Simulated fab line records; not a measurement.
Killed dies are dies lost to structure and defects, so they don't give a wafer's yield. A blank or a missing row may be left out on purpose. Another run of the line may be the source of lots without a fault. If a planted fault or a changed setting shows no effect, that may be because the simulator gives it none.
Matching of chambers :: flow n5-finfet :: 4 sister chambers for N5_MOL_CONTACT_COAG_ETCHBACK_134 on rie-diel-05
The step etches SiO2 in CHF3, target depth 10 nm, time 6.7 s. 8 wafers are shown with their chamber, then 8 later ones without.

## EACH WAFER AND ITS CHAMBER
wafer: L082.4
chamber: 0
drypump-motor-current-A (A): 5.0
showerhead-plenum-p-Torr (Torr): 2.39

wafer: L082.5
chamber: 3
drypump-motor-current-A (A): 5.7
showerhead-plenum-p-Torr (Torr): 2.53

wafer: L084.5
chamber: 2
drypump-motor-current-A (A): 5.9
showerhead-plenum-p-Torr (Torr): 2.46

wafer: L084.6
chamber: 3
drypump-motor-current-A (A): 5.7
showerhead-plenum-p-Torr (Torr): 2.53

wafer: L088.2
chamber: 1
drypump-motor-current-A (A): 5.5
showerhead-plenum-p-Torr (Torr): 2.28

wafer: L088.5
chamber: 1
drypump-motor-current-A (A): 5.5
showerhead-plenum-p-Torr (Torr): 2.28

wafer: L088.6
chamber: 0
drypump-motor-current-A (A): 4.9
showerhead-plenum-p-Torr (Torr): 2.39

wafer: L089.3
chamber: 2
drypump-motor-current-A (A): 5.9
showerhead-plenum-p-Torr (Torr): 2.45

## WAFERS WHOSE CHAMBER IS MISSING
wafer: L089.4
drypump-motor-current-A (A): 5.7
showerhead-plenum-p-Torr (Torr): 2.53

wafer: L089.5
drypump-motor-current-A (A): 5.7
showerhead-plenum-p-Torr (Torr): 2.53

wafer: L092.2
drypump-motor-current-A (A): 5.9
showerhead-plenum-p-Torr (Torr): 2.45

wafer: L092.5
drypump-motor-current-A (A): 5.7
showerhead-plenum-p-Torr (Torr): 2.53

wafer: L092.6
drypump-motor-current-A (A): 5.9
showerhead-plenum-p-Torr (Torr): 2.45

wafer: L095.2
drypump-motor-current-A (A): 5.0
showerhead-plenum-p-Torr (Torr): 2.38

wafer: L095.4
drypump-motor-current-A (A): 5.5
showerhead-plenum-p-Torr (Torr): 2.28

wafer: L095.5
drypump-motor-current-A (A): 5.9
showerhead-plenum-p-Torr (Torr): 2.45

## WHICH CHAMBER EACH WENT THROUGH
wafer: L089.4
from the rows above: 3
in truth: 3

wafer: L089.5
from the rows above: 3
in truth: 3

wafer: L092.2
from the rows above: 2
in truth: 2

wafer: L092.5
from the rows above: 3
in truth: 3

wafer: L092.6
from the rows above: 2
in truth: 2

wafer: L095.2
from the rows above: 0
in truth: 0

wafer: L095.4
from the rows above: 1
in truth: 1

wafer: L095.5
from the rows above: 2
in truth: 2
8 of 8 placed correctly. Not placeable from these rows: 0. Number placed wrongly: 0.
How it was worked out, from the rows above alone: a wafer's distance from a chamber is the root of the sum, over the readings, of the square of ((its reading less the chamber's mean) divided by the reading's scatter). The wafer belongs to the nearest chamber; if the next one is less than 2 further off, it can't be placed. The mean given for a chamber averages the wafers shown for that chamber. The scatter: the root of (the sum of the squares of (reading less its chamber's mean) over the shown wafers, divided by (wafers less chambers)).
